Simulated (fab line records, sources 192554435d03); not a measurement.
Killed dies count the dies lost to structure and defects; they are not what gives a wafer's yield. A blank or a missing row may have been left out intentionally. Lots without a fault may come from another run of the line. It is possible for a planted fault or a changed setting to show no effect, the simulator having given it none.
fab line records	flow n5-finfet
record: lots: 5	wafers: 15	last-day: 15
route steps=1938 shown BEOL_M2@878 BEOL_M4@1111
lots that met no fault: taken from a fault-free run of the same line
start-h: start of the lot's first displayed wafer, in hours after the record's first day	wait-h: hours since the lot's step before	" unchanged from the row above	L1.1+2: a row that stands for several wafers	- value missing, or start not given	* or withheld: withheld	< > ~ a bound
route shown NAME@n: NAME is a module with steps in the file, n the number in the route of the first one	usual: mean and standard deviation over wafers with no fault	same: alike in all rows	chamber/n: place in a boat	sites: each site's reading	_std_site: the values' standard deviation	_edge_site: inner sites' mean taken away from outer sites' mean	radius-mm: how far each site lies from the wafer's centre	mask NAME#n: copy n	behind: the tool/chamber that last shaped the wafer	hold: why the lot was held/for how many hours/how that ended	device: which transistor (n, p or np) failed to switch	end of line: the same wafers' tests at the end of the route	step lacking rows: just its recipe	killed: not the wafer's yield, but the dies lost to structure and defects at the first sort	map: per-die view of a wafer (x killed, . not killed, _ where there is no die)
set.NAME: the setting the step ran with; set.NAME@STEP: the setting that earlier step ran with	model.NAME: the simulator's own value behind a step, which no gauge read
lots at some steps of the route; a table a step, a row a wafer
services: from which hour (start-h, from the record's first day; less than 0 if before it) a tool's chamber was out of use, for how many hours, and why
== steps ==
step: N5_BEOL_M2_INSPECT_30
recipe: mode: adi	inspect-instrument: brightfield
usual: raw-defect-count: 392/79
lot.wafer	tool	chamber	start-h	wait-h	raw-defect-count
L713.3	defect-inspect-01	-	144.19	0.0	502
L713.5	"	-	"	"	351
L713.6	"	-	"	"	403
L715.2	defect-inspect-02	-	159.06	0.0	393
L715.3	"	-	"	"	231
L715.4	"	-	"	"	377
L720.1	defect-inspect-02	-	185.33	0.1	282
L720.3	"	-	"	"	253
L720.4	"	-	"	"	334
L722.2	defect-inspect-01	-	195.79	0.0	340
L722.4	"	-	"	"	385
L722.5	"	-	"	"	352
L727.2	defect-inspect-01	-	227.71	0.0	361
L727.4	"	-	"	"	310
L727.5	"	-	"	"	415
step: N5_BEOL_M2_DESCUM_33
recipe: chemistry: O2	time-s: 7	source-power-w: 50	bias-power-w: 20	pressure-mtorr: 20	rf-frequency-hz: 2.712e+07	temp-c: 40	resist: CAR-EUV	o2-flow-sccm: 225
step: N5_BEOL_M2_ETCH_77
recipe: chemistry: N2/H2	target: underlayer	target-depth-a: 65	mask-material: CAR-EUV	time-s: 5.2	ion-energy-ev: 200	pressure-mtorr: 30	source-w: 840	bias-w: 150	n2-flow-sccm: 200	h2-flow-sccm: 200	ends: cleared
step: N5_BEOL_M2_ETCH_69
recipe: chemistry: CF4	target: SiARC	target-depth-a: 156	mask-material: CAR-EUV	time-s: 26	ion-energy-ev: 80	pressure-mtorr: 40	source-w: 545	bias-w: 36	Ar_flow_sccm: 100	cf4-flow-sccm: 100	ends: cleared
step: N5_BEOL_M2_ALD_98
recipe: material: SiO2	target-thk-a: 25	temp-c: 100	ald-precursor-family: BDEAS	ald-co-reactant: O2-plasma	pulse-time-s: 1	co-reactant-pulse-time-s: 1	purge-time-s: 2	co-reactant-purge-time-s: 2	ald-cycles: 17	pressure-torr: 2
step: N5_BEOL_M2_ETCHBACK_99
recipe: chemistry: CHF3	target: SiO2	target-depth-a: 50	time-s: 10.4	source-w: 215	bias-w: 47	Ar_flow_sccm: 200	CHF3_flow_sccm: 12	ion-energy-ev: 100	pressure-mtorr: 30
step: N5_BEOL_M2_ETCH_70
recipe: chemistry: N2/H2	target: SOC	target-depth-a: 800	overetch-a: 240	mask-material: SiARC	temp-c: 40	time-s: 130	ion-energy-ev: 200	pressure-mtorr: 30	source-w: 840	bias-w: 150	n2-flow-sccm: 200	h2-flow-sccm: 200
usual: drypump-motor-current-A: 5.7/0.52	oes-product-au: 0.59/0.071	rf-vpp-V: 524.2/2.6	showerhead-plenum-p-Torr: 2.56/0.089	throttle-valve-pct: 17.81/0.18
lot.wafer	tool	chamber	start-h	wait-h	drypump-motor-current-A	oes-product-au	rf-hours-counter-h	rf-vpp-V	showerhead-plenum-p-Torr	throttle-valve-pct
L713.3	rie-diel-01	2	145.96	0.0	5.5	0.54	162	524.5	2.54	17.68
L713.5	"	2	"	"	5.5	0.54	-	524.3	2.54	17.68
L713.6	"	3	"	"	5.8	0.68	-	526.0	2.61	17.65
L715.2	rie-diel-04	3	160.15	0.0	5.6	0.54	182	520.8	2.42	17.62
L715.3	"	2	"	"	6.5	0.72	2	529.1	2.72	17.77
L715.4	"	0	"	"	5.6	0.51	235	521.9	2.51	18.26
L720.1	rie-diel-04	2	190.83	0.0	6.5	0.69	13	528.0	2.72	17.81
L720.3	"	3	"	"	5.6	0.54	192	520.2	2.42	17.61
L720.4	"	3	"	"	5.6	0.54	-	519.6	2.42	17.63
L722.2	rie-diel-04	3	199.90	0.0	5.6	0.53	196	521.5	2.42	17.64
L722.4	"	2	"	"	6.5	0.69	17	530.0	2.72	17.81
L722.5	"	1	"	"	5.6	0.51	-	523.2	2.52	17.93
L727.2	rie-diel-01	3	228.99	0.0	5.8	0.64	49	523.9	2.59	17.69
L727.4	"	1	"	"	4.9	0.65	41	522.2	2.48	17.53
L727.5	"	3	"	"	5.8	0.64	-	523.3	2.59	17.71
step: N5_BEOL_M2_STRIP_71
recipe: chemistry: N2/H2	temp-c: 40	n2-flow-sccm: 200	h2-flow-sccm: 200	rf-frequency-hz: 6e+07
step: N5_BEOL_M2_STRIP_78
recipe: chemistry: N2/H2	temp-c: 40	n2-flow-sccm: 200	h2-flow-sccm: 200	rf-frequency-hz: 6e+07
step: N5_BEOL_M2_VIA_ETCH_34
recipe: chemistry: C4F6/O2	target-depth-a: 694	mask-material: SOC	pressure-mtorr: 15	ion-energy-ev: 250	taper-deg: 4	time-s: 65.9	source-w: 350	bias-w: 170	Ar_flow_sccm: 300	C4F6_flow_sccm: 10	O2_flow_sccm: 10
step: N5_BEOL_M2_STRIP_83
recipe: chemistry: C4F6/O2	resist: SiARC	rf-frequency-hz: 6e+07
step: N5_BEOL_M2_STRIP_36
recipe: chemistry: N2/H2	power-w: 450	temp-c: 40	pressure-mtorr: 20	rf-frequency-hz: 6e+07	overash-fraction: 0.3	bias-power-w: 7	h2-frac: 0.5	n2-flow-sccm: 200	h2-flow-sccm: 200
step: N5_BEOL_M2_TRENCH_ETCH_37
recipe: chemistry: C4F6/O2	target-depth-a: 555.55	target: SiOC	time-s: 29.2	ion-energy-ev: 250	pressure-mtorr: 30	source-w: 355	bias-w: 185	Ar_flow_sccm: 300	C4F6_flow_sccm: 10	O2_flow_sccm: 10
usual: drypump-motor-current-A: 5.7/0.52	oes_o_777_au: 0.80/0.094	oes-product-au: 0.80/0.1	rf-vpp-V: 662/4.2	showerhead-plenum-p-Torr: 2.86/0.092	throttle-valve-pct: 20.84/0.19
lot.wafer	tool	chamber	start-h	wait-h	drypump-motor-current-A	oes_o_777_au	oes-product-au	rf-hours-counter-h	rf-vpp-V	showerhead-plenum-p-Torr	throttle-valve-pct	model.BEOL_M2.feature-depth-nm	model.etch.depth-nm
L713.3	rie-diel-01	2	146.16	-	5.5	0.74	0.74	162	666	2.85	20.77	55	54.97
L713.5	"	2	"	"	5.5	0.74	0.73	-	666	2.85	20.75	55.2	55.14
L713.6	"	3	"	"	5.8	0.93	0.93	-	658	2.90	20.65	55.6	55.57
L715.2	rie-diel-04	3	160.36	-	5.6	0.75	0.75	182	666	2.72	20.62	56.2	56.18
L715.3	"	2	"	"	6.5	0.97	0.99	2	666	3.04	20.82	56	56.06
L715.4	"	0	"	"	5.6	0.71	0.70	235	660	2.82	21.32	55	55.07
L720.1	rie-diel-04	2	191.04	-	6.5	0.93	0.94	13	666	3.03	20.84	56.4	56.31
L720.3	"	3	"	"	5.6	0.75	0.75	192	663	2.71	20.61	56.8	56.73
L720.4	"	3	"	"	5.6	0.75	0.76	-	664	2.71	20.61	56.6	56.62
L722.2	rie-diel-04	3	200.11	-	5.6	0.75	0.74	196	666	2.71	20.60	55.6	55.62
L722.4	"	2	"	"	6.5	0.93	0.93	17	667	3.03	20.85	56.4	56.35
L722.5	"	1	"	"	5.6	0.70	0.70	-	663	2.81	20.76	55.2	55.14
L727.2	rie-diel-01	3	229.20	-	5.7	0.88	0.88	49	657	2.88	20.70	52.4	52.44
L727.4	"	1	"	"	4.8	0.86	0.87	41	654	2.78	20.58	55.6	55.57
L727.5	"	3	"	"	5.8	0.88	0.87	-	656	2.88	20.71	55.4	55.4
step: N5_BEOL_M2_ETCH_41
recipe: chemistry: CH3F/O2	target: SiCN	target-depth-a: 299	taper-deg: 2	time-s: 52.5	ion-energy-ev: 120	mask-material: TiN	pressure-mtorr: 30	source-w: 395	bias-w: 75	Ar_flow_sccm: 150	CH3F_flow_sccm: 30	O2_flow_sccm: 20
step: N5_BEOL_M2_STRIP_97
recipe: chemistry: N2/H2	time-s: 10	power-w: 450	temp-c: 40	pressure-mtorr: 20	rf-frequency-hz: 6e+07	bias-power-w: 7	n2-flow-sccm: 200	h2-flow-sccm: 200
step: N5_BEOL_M2_OCD_MEAS_38
usual: trench-depth-nm: 55.5/0.8
lot.wafer	tool	chamber	start-h	wait-h	trench-depth-nm
L713.3	ocd-01	-	146.32	-	54.9
L713.5	"	-	"	"	55.2
L713.6	"	-	"	"	55.7
L715.2	ocd-01	-	160.51	-	56.5
L715.3	"	-	"	"	56.3
L715.4	"	-	"	"	55.3
L720.1	ocd-01	-	191.19	-	56.2
L720.3	"	-	"	"	56.6
L720.4	"	-	"	"	56.6
L722.2	ocd-02	-	200.26	-	55.5
L722.4	"	-	"	"	56.2
L722.5	"	-	"	"	54.8
L727.2	ocd-01	-	229.35	-	53.6
L727.4	"	-	"	"	55.2
L727.5	"	-	"	"	55.4
step: N5_BEOL_M2_HM_STRIP_39
recipe: chemistry: peroxide-tin-strip	material: TiN	target-depth-a: 250	temp-c: 50	time-s: 158
step: N5_BEOL_M2_SRD_40
recipe: time-s: 30	temp-c: 23	rinse-liquid: diw	dry: ipa-marangoni
step: N5_BEOL_M2_PRECLEAN_42
recipe: chemistry: residue-remover	time-s: 60	temp-c: 40
step: N5_BEOL_M2_SRD_43
recipe: time-s: 30	temp-c: 23	rinse-liquid: diw	dry: ipa-marangoni
step: N5_BEOL_M2_CD_MEAS_35
recipe: target-cd-nm: 18	target-cd-y-nm: 22.2	polarity: opening
usual: cd-nm: 18.0/0.32
lot.wafer	tool	chamber	start-h	wait-h	cd-nm
L713.3	cd-sem-02	-	146.47	0.0	17.3
L713.5	"	-	"	"	17.4
L713.6	"	-	"	"	17.3
L715.2	cd-sem-02	-	160.67	0.0	17.7
L715.3	"	-	"	"	17.9
L715.4	"	-	"	"	18.2
L720.1	cd-sem-01	-	191.35	0.0	18.3
L720.3	"	-	"	"	18.0
L720.4	"	-	"	"	18.2
L722.2	cd-sem-01	-	200.42	0.0	18.3
L722.4	"	-	"	"	18.0
L722.5	"	-	"	"	17.9
L727.2	cd-sem-01	-	229.51	0.0	17.8
L727.4	"	-	"	"	18.1
L727.5	"	-	"	"	18.1
step: N5_BEOL_M2_DEGAS_44
recipe: ambient: vacuum	temp-c: 250	time-s: 60
step: N5_BEOL_M2_PRE_CLEAN_45
recipe: gas: H2/He	time-s: 30	temp-c: 250
step: N5_BEOL_M2_ALD_84
recipe: material: TaN	target-thk-a: *	temp-c: 275	ald-precursor-family: PDMAT	ald-co-reactant: NH3	pressure-torr: 3	carrier-flow-sccm: 1500	pulse-time-s: 2	purge-time-s: 3	co-reactant-purge-time-s: 2	co-reactant-pulse-time-s: 3	ald-cycles: 30	precursor-vessel-temp-c: 75	precursor-vessel-pressure-torr: 26.25	precursor-vessel-carrier-sccm: 1000
step: N5_BEOL_M2_SURFACE_TREAT_85
recipe: gas: Ar	time-s: *	ion-energy-ev: *	ion-current-ma-cm2: 0.5	pressure-mtorr: *	ar-flow-sccm: 30
step: N5_BEOL_M2_CVD_47
recipe: material: Co	target-thk-a: 30	temp-c: withheld	precursor: CCTBA/H2	pressure-torr: 30	time-s: 223.8
step: N5_BEOL_M2_SPUTTER_48
recipe: material: Cu	target-thk-a: 45	temp-c: -20	chamber-pressure-pa: 0.07	power-w: withheld	time-s: 8.29
step: N5_BEOL_M2_ANNEAL_49
recipe: temp-c: 400	time-s: 240	ambient: vacuum
step: N5_BEOL_M2_SPUTTER_79
recipe: material: Cu	target-thk-a: 45	temp-c: -20	chamber-pressure-pa: 0.07	power-w: withheld	time-s: 8.29
step: N5_BEOL_M2_ANNEAL_80
recipe: temp-c: 400	time-s: 240	ambient: vacuum
usual: heater-power-w: 867/120
lot.wafer	tool	chamber	start-h	wait-h	heater-power-w
L713.3	pvd-sputter-03	-	150.02	0.0	738
L713.5	"	-	"	"	712
L713.6	"	-	"	"	1181
L715.2	pvd-sputter-03	-	161.76	0.0	907
L715.3	"	-	"	"	1154
L715.4	"	-	"	"	1167
L720.1	pvd-sputter-01	-	192.71	0.0	880
L720.3	"	-	"	"	741
L720.4	"	-	"	"	823
L722.2	pvd-sputter-02	-	201.76	0.0	931
L722.4	"	-	"	"	881
L722.5	"	-	"	"	935
L727.2	pvd-sputter-03	-	230.74	0.0	887
L727.4	"	-	"	"	756
L727.5	"	-	"	"	721
step: N5_BEOL_M2_SPUTTER_81
recipe: material: Cu	target-thk-a: 45	temp-c: -20	chamber-pressure-pa: 0.07	power-w: withheld	time-s: 8.29
usual: substrate-temp-c: -19.99/0.12	throttle-valve-pct: 29.9/1
lot.wafer	tool	chamber	start-h	wait-h	substrate-temp-c	throttle-valve-pct
L713.3	pvd-sputter-03	-	150.16	0.1	-19.95	28.5
L713.5	"	-	"	"	-20.00	28.7
L713.6	"	-	"	"	-19.90	29.4
L715.2	pvd-sputter-03	-	161.90	0.1	-20.15	28.5
L715.3	"	-	"	"	-19.95	29.7
L715.4	"	-	"	"	-19.92	30.0
L720.1	pvd-sputter-01	-	192.85	0.1	-20.38	30.0
L720.3	"	-	"	"	-19.94	29.7
L720.4	"	-	"	"	-20.04	30.7
L722.2	pvd-sputter-02	-	201.90	0.1	-19.96	30.4
L722.4	"	-	"	"	-19.94	31.7
L722.5	"	-	"	"	-20.23	30.4
L727.2	pvd-sputter-03	-	230.88	0.1	-19.95	28.4
L727.4	"	-	"	"	-19.77	28.9
L727.5	"	-	"	"	-19.80	28.6
step: N5_BEOL_M2_ANNEAL_82
recipe: temp-c: 400	time-s: 240	ambient: vacuum
step: N5_BEOL_M2_SPUTTER_86
recipe: material: Cu	target-thk-a: 45	temp-c: -20	chamber-pressure-pa: 0.07	power-w: withheld	time-s: 8.29
step: N5_BEOL_M2_ANNEAL_87
recipe: temp-c: 400	time-s: 240	ambient: vacuum
step: N5_BEOL_M2_SPUTTER_88
recipe: material: Cu	target-thk-a: 45	temp-c: -20	chamber-pressure-pa: 0.07	power-w: withheld	time-s: 8.29
step: N5_BEOL_M2_ANNEAL_89
recipe: temp-c: 400	time-s: 240	ambient: vacuum
step: N5_BEOL_M2_SPUTTER_90
recipe: material: Cu	target-thk-a: 45	temp-c: -20	chamber-pressure-pa: 0.07	power-w: withheld	time-s: 8.29
step: N5_BEOL_M2_ANNEAL_91
recipe: temp-c: 400	time-s: 240	ambient: vacuum
usual: heater-power-w: 865/120
lot.wafer	tool	chamber	start-h	wait-h	heater-power-w
L713.3	pvd-sputter-03	-	150.90	0.0	736
L713.5	"	-	"	"	734
L713.6	"	-	"	"	1162
L715.2	pvd-sputter-03	-	162.64	0.0	868
L715.3	"	-	"	"	1157
L715.4	"	-	"	"	1158
L720.1	pvd-sputter-01	-	193.59	0.0	855
L720.3	"	-	"	"	739
L720.4	"	-	"	"	807
L722.2	pvd-sputter-02	-	202.64	0.0	946
L722.4	"	-	"	"	887
L722.5	"	-	"	"	957
L727.2	pvd-sputter-03	-	231.62	0.0	879
L727.4	"	-	"	"	733
L727.5	"	-	"	"	742
step: N5_BEOL_M2_SPUTTER_92
recipe: material: Cu	target-thk-a: 45	temp-c: -20	chamber-pressure-pa: 0.07	power-w: withheld	time-s: 8.29
step: N5_BEOL_M2_ANNEAL_93
recipe: temp-c: 400	time-s: 240	ambient: vacuum
step: N5_BEOL_M2_SPUTTER_94
recipe: material: Cu	target-thk-a: 45	temp-c: -20	chamber-pressure-pa: 0.07	power-w: withheld	time-s: 8.29
usual: substrate-temp-c: -20.01/0.13	throttle-valve-pct: 29.9/1
lot.wafer	tool	chamber	start-h	wait-h	substrate-temp-c	throttle-valve-pct
L713.3	pvd-sputter-03	-	151.26	0.1	-19.98	28.6
L713.5	"	-	"	"	-20.01	28.3
L713.6	"	-	"	"	-20.04	29.8
L715.2	pvd-sputter-03	-	163.00	0.1	-20.09	28.1
L715.3	"	-	"	"	-19.95	30.0
L715.4	"	-	"	"	-20.00	29.7
L720.1	pvd-sputter-01	-	193.95	0.1	-20.16	30.0
L720.3	"	-	"	"	-19.75	29.5
L720.4	"	-	"	"	-19.76	31.0
L722.2	pvd-sputter-02	-	203.00	0.1	-19.88	30.5
L722.4	"	-	"	"	-20.01	31.7
L722.5	"	-	"	"	-19.70	30.2
L727.2	pvd-sputter-03	-	231.98	0.1	-19.92	28.1
L727.4	"	-	"	"	-20.08	28.7
L727.5	"	-	"	"	-20.07	28.8
step: N5_BEOL_M2_ANNEAL_95
recipe: temp-c: 400	time-s: 240	ambient: vacuum
step: N5_BEOL_M2_CMP_52
recipe: stop-on: SiOC	t-overpolish-s: 6.8	down-force-psi: 1	platen-rpm: 50	clearing-platen-down-force-psi: 1.5	clearing-platen-rpm: 50	post-cmp-clean: cu-alkaline	target-thk-nm: 40	clearing-platen-pad-velocity-m-s: 0.99484	pad-velocity-m-s: 0.99484
usual: barrier-field-endpoint-s: 24.7/0.69	motor-current-A: 6.0/0.61	overpolish-run-s: 6.799/0.0089	pad-life-wafers: 1224/450	time-to-endpoint-s: 63/3.1
lot.wafer	tool	chamber	start-h	wait-h	barrier-field-endpoint-s	motor-current-A	overpolish-run-s	pad-life-wafers	time-to-endpoint-s	model.Cu_of_BEOL_M2_ECD_50.thk-nm
L713.3	cmp-04	1	151.99	0.2	24.2	4.9	6.803	744	62	39.2
L713.6	"	1	"	"	23.8	5.1	6.812	-	61	39.6
L713.5	"	2	"	"	23.6	6.9	6.799	-	59	38.2
L715.3	cmp-03	2	163.76	0.2	24.3	6.3	6.795	1219	63	41.2
L715.4	"	3	"	"	25.0	6.2	6.806	1220	63	40
L715.2	"	0	"	"	24.2	5.4	6.813	1221	61	41.8
L720.3	cmp-02	1	194.72	0.2	25.0	6.6	6.791	696	62	42.2
L720.1	"	2	"	"	25.0	5.8	6.789	697	64	40.8
L720.4	"	3	"	"	25.6	6.4	6.797	698	65	41.6
L722.2	cmp-04	2	203.85	0.2	23.8	7.0	6.791	1225	59	41.4
L722.4	"	0	"	"	25.0	6.0	6.785	1227	65	41.4
L722.5	"	2	"	"	24.5	6.7	6.793	-	63	41.2
L727.2	cmp-04	0	232.86	0.2	24.0	5.5	6.796	1464	61	36
L727.4	"	2	"	"	23.5	6.8	6.804	1466	58	38.2
L727.5	"	0	"	"	24.5	5.6	6.790	-	59	38.8
step: N5_BEOL_M2_THK_MEAS_53
recipe: thk-meas-gauge: xrf	reads: Cu_of_BEOL_M2_ECD_50
usual: M2_THK: 41.2/1.4
lot.wafer	tool	chamber	start-h	wait-h	M2_THK[nm]
L713.3	film-metro-02	-	152.29	-	40.3
L713.5	"	-	"	"	39.3
L713.6	"	-	"	"	40.5
L715.2	film-metro-01	-	164.02	-	43.2
L715.3	"	-	"	"	42.5
L715.4	"	-	"	"	41.2
L720.1	film-metro-01	-	195.01	-	41.7
L720.3	"	-	"	"	43.0
L720.4	"	-	"	"	42.4
L722.2	film-metro-01	-	204.11	-	42.3
L722.4	"	-	"	"	42.2
L722.5	"	-	"	"	41.7
L727.2	film-metro-01	-	233.15	-	36.5
L727.4	"	-	"	"	38.4
L727.5	"	-	"	"	39.4
step: N5_BEOL_M2_RS_MEAS_58
recipe: thk-meas-gauge: four-point-probe	reads: Co_of_BEOL_M2_CO_CAP_55+Cu_of_BEOL_M2_ECD_50+Co_of_BEOL_M2_CVD_47+TaN_of_BEOL_M2_ALD_84
usual: M2_RS: 0.662/0.029
lot.wafer	tool	chamber	start-h	wait-h	M2_RS[ohm/sq]
L713.3	film-metro-02	-	152.55	0.1	0.687
L713.5	"	-	"	"	0.712
L713.6	"	-	"	"	0.681
L715.2	film-metro-02	-	164.28	0.1	0.633
L715.3	"	-	"	"	0.643
L715.4	"	-	"	"	0.667
L720.1	film-metro-01	-	195.30	0.0	0.654
L720.3	"	-	"	"	0.627
L720.4	"	-	"	"	0.638
L722.2	film-metro-01	-	204.40	0.1	0.641
L722.4	"	-	"	"	0.640
L722.5	"	-	"	"	0.647
L727.2	film-metro-02	-	233.47	0.1	0.764
L727.4	"	-	"	"	0.711
L727.5	"	-	"	"	0.696
step: N5_BEOL_M4_RC_MEAS_101
usual: DIBL_N: 36.4/1.5	DIBL_P: 36.6/1.9	IOFF_N: 0.155/0.021	IOFF_P: 0.211/0.028	ION_N: 671/8.6	ION_P: 462/5.8	SS_N: 71.5/0.5	SS_P: 73.4/0.58	VT_N: 250.1/2.4	VT_P: -250.1/3
lot.wafer	tool	chamber	start-h	wait-h	DIBL_N[mV/V]	DIBL_P[mV/V]	IOFF_N[nA/um]	IOFF_P[nA/um]	ION_N[uA/um]	ION_P[uA/um]	SS_N[mV/dec]	SS_P[mV/dec]	VT_N[mV]	VT_P[mV]
L713.3	prober-01	0	176.79	0.3	37.1	37.4	0.171	0.216	674	460	72.2	73.8	250.8	-251.0
L713.5	"	0	"	"	34.4	33.9	0.128	0.171	661	451	70.4	73.1	252.5	-251.1
L713.6	"	0	"	"	36.4	37.1	0.157	0.220	668	459	71.5	73.1	250.2	-249.9
L715.2	prober-01	0	186.62	0.2	36.9	38.2	0.157	0.202	670	455	71.2	72.7	252.9	-250.5
L715.3	"	0	"	"	37.0	38.2	0.161	0.208	674	460	71.4	72.5	252.0	-248.0
L715.4	"	0	"	"	38.1	38.9	0.173	0.218	676	456	73.1	74.1	252.0	-251.1
L720.1	prober-01	0	214.65	0.0	37.3	38.5	0.180	0.251	671	469	71.6	74.6	246.0	-249.7
L720.3	"	0	"	"	36.6	37.5	0.170	0.228	675	461	71.4	74.2	247.8	-249.3
L720.4	"	0	"	"	34.8	34.8	0.129	0.185	661	460	71.5	73.8	253.9	-252.5
L722.2	prober-02	0	230.85	0.2	33.8	35.9	0.128	0.204	662	470	71.2	72.7	252.9	-250.4
L722.4	"	0	"	"	33.3	35.1	0.130	0.204	665	459	71.6	72.4	253.2	-249.0
L722.5	"	0	"	"	32.6	33.9	0.117	0.194	662	463	70.7	72.2	255.6	-251.4
L727.2	prober-02	0	253.29	0.2	38.5	39.2	0.184	0.262	689	472	71.7	74.0	246.4	-247.2
L727.4	"	0	"	"	36.7	36.6	0.153	0.218	681	468	71.5	73.7	247.8	-251.6
L727.5	"	0	"	"	36.9	36.5	0.154	0.214	664	458	72.1	73.5	247.7	-249.8
== services ==
tool	chamber	start-h	hours	kind
rie-diel-01	0	128.57	-	clean
rie-diel-01	0	128.57	-	consumable-replace:focus-ring
rie-diel-01	0	128.57	21.9	scheduled-down
rie-diel-01	0	128.57	21.9	vent-cycle
rie-diel-04	2	135.03	-	clean
rie-diel-04	2	135.03	-	consumable-replace:focus-ring
rie-diel-04	2	135.03	-	consumable-replace:showerhead
rie-diel-04	2	135.03	19.1	scheduled-down
rie-diel-04	2	135.03	19.1	vent-cycle
cmp-03	-	183.79	20.6	pm
cmp-02	-	195.41	0.5	repair
rie-diel-04	0	204.28	-	clean
rie-diel-04	0	204.28	-	consumable-replace:focus-ring
rie-diel-04	0	204.28	17.3	scheduled-down
rie-diel-04	0	204.28	17.3	vent-cycle
cmp-03	-	204.75	0.8	repair
rie-diel-04	1	217.32	5.2	repair
cmp-04	-	217.47	0.5	repair
== key ==
first-sign: step: N5_BEOL_M2_THK_MEAS_53	reading: M2_THK	direction: down	sigmas: 3.3	usual: 41.2	struck: 36.5
effect: step: N5_BEOL_M2_RS_MEAS_58	reading: M2_RS	direction: up	sigmas: 3.6	usual: 0.662	struck: 0.764
model-effect: step: N5_BEOL_M2_TRENCH_ETCH_37	value: BEOL_M2.feature-depth-nm	without: 55.6	struck: 52.4
model-effect: step: N5_BEOL_M2_CMP_52	value: Cu_of_BEOL_M2_ECD_50.thk-nm	without: 39.2	struck: 36
met-at N5_BEOL_M2_TRENCH_ETCH_37
struck-wafers L727.2
onset-between 146.16 229.20
fault: kind: process-parameter-drift	tool: rie-diel-01	chamber: -	onset-h: 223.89	steps: N5_BEOL_M2_TRENCH_ETCH_37	channel: time-s	offset: *	shape: step	end-h: 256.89	scope: struck-wafers-only	acts-in: *	stated: *
